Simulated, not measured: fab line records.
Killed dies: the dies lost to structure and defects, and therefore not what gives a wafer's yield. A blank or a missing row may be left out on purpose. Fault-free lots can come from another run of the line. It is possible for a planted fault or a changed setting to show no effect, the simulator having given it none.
8D (eight disciplines) problem report, filled in by code || flow nand harc || the parts of the form that need people (team, actions taken, sign-off) are left out

1. WHAT WENT WRONG
oes product au at NHARC_A_CHANNEL_HOLE_D1_ETCH_34 reads a mean of 0.829 a.u. on 2 wafers of 2 lots; wafers without a fault read 0.944 a.u. with a standard deviation of 0.024. That is -4.8 standard deviations from the usual mean.
The step: etches the open film in CF4/CHF3, target depth 154 nm, time 77 s.
Earliest sighting: wafer L668.2 on rie diel-09 at day 12 20:40. Wafers with a number at this step in the record: 42, from 14 lots. Rule for "out" (also "out of limits"): further than 4 standard deviations from the usual mean. The rest of the wafers with a number are treated as sound.

2. WHAT IT IS, AND WHAT IT ISN'T
{"question": "which readings at this step", "is": "oes product au", "is not": "chamber pressure mTorr, drypump motor current A, rf vpp V, showerhead plenum p Torr, throttle valve pct"}
{"question": "which lots", "is": "L668, L669", "is not": "L657, L658, L659, L661, L664, L665, L666, L667, L675, L678, L679, L680"}
{"question": "which wafers of those lots", "is": "L668.2, L669.5", "is not": "L668.4, L668.6, L669.3, L669.6"}
{"question": "read on which tools", "is": "rie diel-09", "is not": "rie diel-03, rie diel-07"}
{"question": "when", "is": "from day 12 20:40", "is not": "up to then (26 sound wafers); but 14 sound wafers of L669, L675, L678, L679, L680 came after"}

3. SUSPECTS, AND WHAT RULES EACH OUT
Counting: any tool at a process step up to the reading remains a suspect provided it ran every lot that is out. Sound lots after the first of them don't rule it out here, since some wafers of a struck lot are sound.
- rie diel-09 at NHARC_A_CHANNEL_HOLE_D1_ETCH_34 (etches the open film in CF4/CHF3, target depth 154 nm, time 77 s): kept. It processed each lot that is out (first: L668, day 12 20:40); up to then, its last sound lot is L667 (day 12 12:27). Its own oes product au readings are out on those wafers.
After counting, what remains is rie diel-09 at NHARC_A_CHANNEL_HOLE_D1_ETCH_34.

4. THE CAUSE (what the simulator had put in)
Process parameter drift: rie diel-09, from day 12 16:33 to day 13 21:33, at NHARC_A_CHANNEL_HOLE_D1_ETCH_34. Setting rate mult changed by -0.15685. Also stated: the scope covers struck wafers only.
After counting, this tool was the only one left.

5. SEQUENCE OF EFFECTS, ordered by route
Each row: a reading where the mean over the struck wafers with a number is more than 3 standard deviations away from the usual. Only readings for which the record gives a usual standard deviation are gone through. hours: the time from each lot's start at the first step in this table that gives one to its start at this step, as a median over the lots. sigmas: the change in usual standard deviations.
{"hours": 0, "step": "NHARC_A_CHANNEL_HOLE_D1_ETCH_34", "reading": "oes product au", "usual": "0.944 a.u.", "on struck wafers": 0.829, "change": -0.115, "sigmas": -4.8}
It contains these process steps:
- NHARC_A_CHANNEL_HOLE_D1_ETCH_34: etches the open film in CF4/CHF3, target depth 154 nm, time 77 s.

6. HOW IT WOULD HAVE BEEN CAUGHT EARLIER
First out-of-limits reading in this record: day 12 20:40, which is 4 hours after fault onset at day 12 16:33.
